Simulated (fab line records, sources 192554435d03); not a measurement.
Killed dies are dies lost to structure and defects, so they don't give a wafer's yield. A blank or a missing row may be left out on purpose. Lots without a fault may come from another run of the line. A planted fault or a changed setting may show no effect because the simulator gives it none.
One fault seen from 2 desks | flow n5_finfet | each desk has only its own numbers; what lay behind them comes last

THE DEFECT DESK
What the inspections along the route counted, lot by lot: means of the sampled wafers that have a number. A lot is out of limits, marked OUT, if its mean lies more than 4 standard deviations from the usual mean; the brackets give that distance.
Columns: A = raw_defect_count at N5_BEOL_M11_INSPECT_30, usual 434
lot  | first seen here | A
L543 | day 10 12:19    | 304
L546 | day 11 06:44    | 522
L547 | day 11 13:14    | 360
L553 | day 12 08:17    | 412
L549 | day 12 08:28    | 419
L559 | day 14 09:11    | 380
L564 | day 15 03:30    | 506
L562 | day 15 07:47    | 492
L563 | day 15 15:01    | 296
L565 | day 16 01:03    | 537
L560 | day 16 19:40    | 453
This desk's finding: nothing out of limits on any of the 11 lots.

THE TOOL OWNER'S DESK: pvd_sputter-03
The tool's own readings at N5_BEOL_M11_DEGAS_44 (time 60 s): means of the sampled wafers that have a number, for each lot that ran on this tool. A lot is out of limits, marked OUT, if its mean lies more than 4 standard deviations from the usual mean; the brackets give that distance.
Columns: A = heater_power_w at N5_BEOL_M11_DEGAS_44, usual 300 W; B = susceptor_temp_C at N5_BEOL_M11_DEGAS_44, usual 249.98 C
lot  | first seen here | A   | B
L546 | day 11 08:04    | 282 | 249.85
L547 | day 11 14:17    | 281 | 249.85
L553 | day 12 09:32    | 294 | 249.21 (-4.5) OUT
L549 | day 12 10:01    | 293 | 249.32
L563 | day 15 16:06    | 294 | 249.97
L565 | day 16 02:29    | 304 | 249.81
L560 | day 16 21:05    | 283 | 249.85
This desk's finding: out of limits on L553; first on L553, day 12 09:32 (susceptor_temp_C at N5_BEOL_M11_DEGAS_44). In limits: L546, L547, L549, L563, L565, L560.

PUT TOGETHER
The tool owner's desk could have raised an alarm at day 12 09:32, on L553.
The defect desk saw nothing out of limits.
The defect desk has L553 on record, within its limits.
Of the lots named, all ran N5_BEOL_M11_DEGAS_44 on pvd_sputter-03.

WHAT THE SIMULATOR HAD PUT IN
Process parameter drift: pvd_sputter-03, from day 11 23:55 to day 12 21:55, at N5_BEOL_M11_DEGAS_44. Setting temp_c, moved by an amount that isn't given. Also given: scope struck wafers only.
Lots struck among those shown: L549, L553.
Hours from the fault's start to each desk's first reading out of limits: the tool owner's desk, 10.
